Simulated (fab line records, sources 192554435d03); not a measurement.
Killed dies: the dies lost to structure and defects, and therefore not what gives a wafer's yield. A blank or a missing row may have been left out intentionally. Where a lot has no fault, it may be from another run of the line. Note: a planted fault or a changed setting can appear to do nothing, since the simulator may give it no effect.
Chamber matching / flow n5_finfet / N5_FIN_SAQP_PECVD_06 on pecvd-01 has 3 sister chambers
The step deposits a-Si from SiH4/He, target thk 60 nm, time 48.1 s. 6 wafers are shown with their chamber, then 9 later ones without.

EACH WAFER AND ITS CHAMBER
wafer=L080.6; chamber=0; throttle_valve_pct (%)=19.3; showerhead_plenum_p_Torr (Torr)=5.64
wafer=L086.1; chamber=0; throttle_valve_pct (%)=19.1; showerhead_plenum_p_Torr (Torr)=5.64
wafer=L086.4; chamber=2; throttle_valve_pct (%)=17.6; showerhead_plenum_p_Torr (Torr)=5.61
wafer=L089.2; chamber=1; throttle_valve_pct (%)=17.7; showerhead_plenum_p_Torr (Torr)=5.58
wafer=L089.4; chamber=1; throttle_valve_pct (%)=17.8; showerhead_plenum_p_Torr (Torr)=5.55
wafer=L089.5; chamber=2; throttle_valve_pct (%)=18.2; showerhead_plenum_p_Torr (Torr)=5.61

WAFERS WHOSE CHAMBER IS MISSING
wafer=L091.1; throttle_valve_pct (%)=18.0; showerhead_plenum_p_Torr (Torr)=5.57
wafer=L091.4; throttle_valve_pct (%)=17.9; showerhead_plenum_p_Torr (Torr)=5.56
wafer=L091.6; throttle_valve_pct (%)=19.2; showerhead_plenum_p_Torr (Torr)=5.64
wafer=L093.1; throttle_valve_pct (%)=17.9; showerhead_plenum_p_Torr (Torr)=5.56
wafer=L093.3; throttle_valve_pct (%)=19.1; showerhead_plenum_p_Torr (Torr)=5.65
wafer=L093.5; throttle_valve_pct (%)=19.3; showerhead_plenum_p_Torr (Torr)=5.63
wafer=L095.1; throttle_valve_pct (%)=19.0; showerhead_plenum_p_Torr (Torr)=5.64
wafer=L095.2; throttle_valve_pct (%)=17.6; showerhead_plenum_p_Torr (Torr)=5.61
wafer=L095.4; throttle_valve_pct (%)=19.3; showerhead_plenum_p_Torr (Torr)=5.66

WHICH CHAMBER EACH WENT THROUGH
wafer=L091.1; from the rows above=1; in truth=1
wafer=L091.4; from the rows above=1; in truth=1
wafer=L091.6; from the rows above=0; in truth=0
wafer=L093.1; from the rows above=1; in truth=1
wafer=L093.3; from the rows above=0; in truth=0
wafer=L093.5; from the rows above=0; in truth=0
wafer=L095.1; from the rows above=0; in truth=0
wafer=L095.2; from the rows above=2; in truth=2
wafer=L095.4; from the rows above=0; in truth=0
9 of 9 placed correctly. Not placeable from these rows: 0. Number placed wrongly: 0.
How it was worked out, from the rows above alone: a wafer's distance from a chamber is the root of the sum, over the readings, of the square of ((its reading less the chamber's mean) divided by the reading's scatter). The wafer belongs to the nearest chamber; if the next one is less than 2 further off, it can't be placed. The mean given for a chamber averages the wafers shown for that chamber. How the scatter is found: for the shown wafers, subtract from each reading the mean of its chamber, square and add these, divide the total by (wafers less chambers), then take the root.
